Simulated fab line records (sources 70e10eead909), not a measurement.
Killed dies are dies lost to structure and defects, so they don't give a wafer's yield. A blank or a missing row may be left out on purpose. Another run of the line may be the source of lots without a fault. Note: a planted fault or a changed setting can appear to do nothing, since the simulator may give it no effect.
Shared-tool check ; flow nandHarc ; 39 wafers sampled across 13 lots

THE REASON FOR OPENING IT
At NHARC_P_M1_CD_MEAS_09 the reading cdNm is flagged on 2 of 13 lots. No-fault wafers: 129.6 nm, standard deviation 1.3.
Rule: flag the lot when none of its wafers has a number, or when each of its wafers that has one lies beyond 4 standard deviations from that mean. All remaining lots are regarded as sound.

lot;measured;on;cdNm (nm), wafer by wafer;flag
L508;day 7 05:30;cdSem-02;127.9 128.9 127.8;
L509;day 7 12:04;cdSem-03;129.0 127.3 128.2;
L510;day 8 00:31;cdSem-03;130.1 131.3 130.9;
L511;day 8 11:35;cdSem-03;129.8 129.8 129.7;
L512;day 8 13:47;cdSem-03;130.0 130.8 129.1;
L514;day 9 12:55;cdSem-03;128.5 128.9 127.9;
L515;day 10 01:58;cdSem-02;126.9 128.1 129.3;
L519;day 11 15:21;cdSem-03;129.7 130.9 130.4;
L520;day 12 13:55;cdSem-02;144.8 144.1 146.4;FLAGGED
L522;day 13 07:35;cdSem-03;144.2 144.1 143.8;FLAGGED
L523;day 13 13:55;cdSem-02;128.9 128.5 129.3;
L524;day 13 14:43;cdSem-01;131.1 129.6 130.6;
L529;day 15 23:52;cdSem-01;130.6 131.6 129.7;
On average the flagged lots' numbers are 144.6 nm, which is +15.0 nm against the usual, or +12 standard deviations.

WHICH TOOL RAN EACH LOT
Before the reading, the record contains 3 process steps out of a 1302-step route. Every cell lists first the tool, next ch and the chambers used by the sampled wafers, and last the start.
lot;flag;NHARC_P_M0_PRE_CLEAN_29;NHARC_P_M0_DEP_32;NHARC_P_M1_PEB_07
L508;;pvdSputter-03, day 7 04:06 or earlier;pecvd-02 ch 0,2, day 7 04:15;lithoTrack-06 ch 0, day 7 05:25
L509;;pvdSputter-01, day 7 10:40 or earlier;pecvd-01 ch 0,1, day 7 10:49;lithoTrack-06 ch 0, day 7 11:59
L510;;pvdSputter-03, day 7 23:07 or earlier;pecvd-01 ch 0,1,2, day 7 23:21;lithoTrack-01 ch 0, day 8 00:26
L511;;pvdSputter-02, day 8 10:03 or earlier;pecvd-04 ch 0,1, day 8 10:11;lithoTrack-04 ch 0, day 8 11:30
L512;;pvdSputter-01, day 8 12:13 or earlier;pecvd-01 ch 0,1, day 8 12:28;lithoTrack-04 ch 0, day 8 13:42
L514;;pvdSputter-03, day 9 11:30 or earlier;pecvd-01 ch 1,2, day 9 11:39;lithoTrack-06 ch 0, day 9 12:50
L515;;pvdSputter-02, day 10 00:34 or earlier;pecvd-02 ch 0,1,2, day 10 00:46;lithoTrack-06 ch 0, day 10 01:53
L519;;pvdSputter-03, day 11 13:47 or earlier;pecvd-01 ch 0,2, day 11 13:59;lithoTrack-01 ch 0, day 11 15:16
L520;FLAGGED;pvdSputter-02, day 12 12:31 or earlier;pecvd-01 ch 0,2, day 12 12:40;lithoTrack-06 ch 0, day 12 13:50
L522;FLAGGED;pvdSputter-02, day 13 06:12 or earlier;pecvd-04 ch 0,1, day 13 06:23;lithoTrack-06 ch 0, day 13 07:31
L523;;pvdSputter-01, day 13 12:38 or earlier;pecvd-01 ch 0,1,2, day 13 12:55;lithoTrack-04 ch 0, day 13 13:50
L524;;pvdSputter-02, day 13 13:19 or earlier;pecvd-01 ch 0,1,2, day 13 13:35;lithoTrack-01 ch 0, day 13 14:38
L529;;pvdSputter-02, day 15 22:29 or earlier;pecvd-01 ch 0,1,2, day 15 22:40;lithoTrack-01 ch 0, day 15 23:47
What the steps here do:
- NHARC_P_M0_PRE_CLEAN_29: time 30 s.
- NHARC_P_M0_DEP_32: deposits SiCN, target thk 30 nm.
- NHARC_P_M1_PEB_07: peb time 65 s.
- NHARC_P_M1_CD_MEAS_09: target cd 130 nm.

FLAGGED AGAINST TOTAL, ONE TOOL AT A TIME (gauges that did the reading follow at the end)
step;tool;lots run;flagged;share of the flagged lots;sound lots run after its first flagged lot
NHARC_P_M0_PRE_CLEAN_29;pvdSputter-01;3;0;none;-
NHARC_P_M0_PRE_CLEAN_29;pvdSputter-02;6;2;all;2 (L524,L529)
NHARC_P_M0_PRE_CLEAN_29;pvdSputter-03;4;0;none;-
NHARC_P_M0_DEP_32;pecvd-01;9;1;some;3 (L523,L524,L529)
NHARC_P_M0_DEP_32;pecvd-02;2;0;none;-
NHARC_P_M0_DEP_32;pecvd-04;2;1;some;0
NHARC_P_M1_PEB_07;lithoTrack-01;4;0;none;-
NHARC_P_M1_PEB_07;lithoTrack-04;3;0;none;-
NHARC_P_M1_PEB_07;lithoTrack-06;6;2;all;0
NHARC_P_M1_CD_MEAS_09;cdSem-01;2;0;none;-
NHARC_P_M1_CD_MEAS_09;cdSem-02;4;1;some;1 (L523)
NHARC_P_M1_CD_MEAS_09;cdSem-03;7;1;some;0
NHARC_P_M0_PRE_CLEAN_29 gives no start for some lots, so the hours and the order of its lots are those of NHARC_P_M0_INSPECT_27.

WHAT IS ALLOWED BY THE TABLE
2 rows of the table ran every flagged lot: pvdSputter-02 at NHARC_P_M0_PRE_CLEAN_29, lithoTrack-06 at NHARC_P_M1_PEB_07.
- pvdSputter-02 at NHARC_P_M0_PRE_CLEAN_29: 2 of its 6 lots flagged. Sound lots ran on it after the first flagged one (L524, L529), which a lasting fault on the whole tool wouldn't allow.
- lithoTrack-06 at NHARC_P_M1_PEB_07: 2 of its 6 lots flagged. A fault beginning between L515 (day 10 01:53), its last sound lot, and L520 (day 12 13:50), its first flagged one, fits the data.
Left over: one tool, lithoTrack-06 at NHARC_P_M1_PEB_07.

WHAT THE SIMULATOR HAD INSERTED
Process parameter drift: lithoTrack-06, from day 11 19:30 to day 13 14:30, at NHARC_P_M1_PEB_07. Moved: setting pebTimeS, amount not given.
Shown lots that were struck: L520, L522. The rule above found the same.
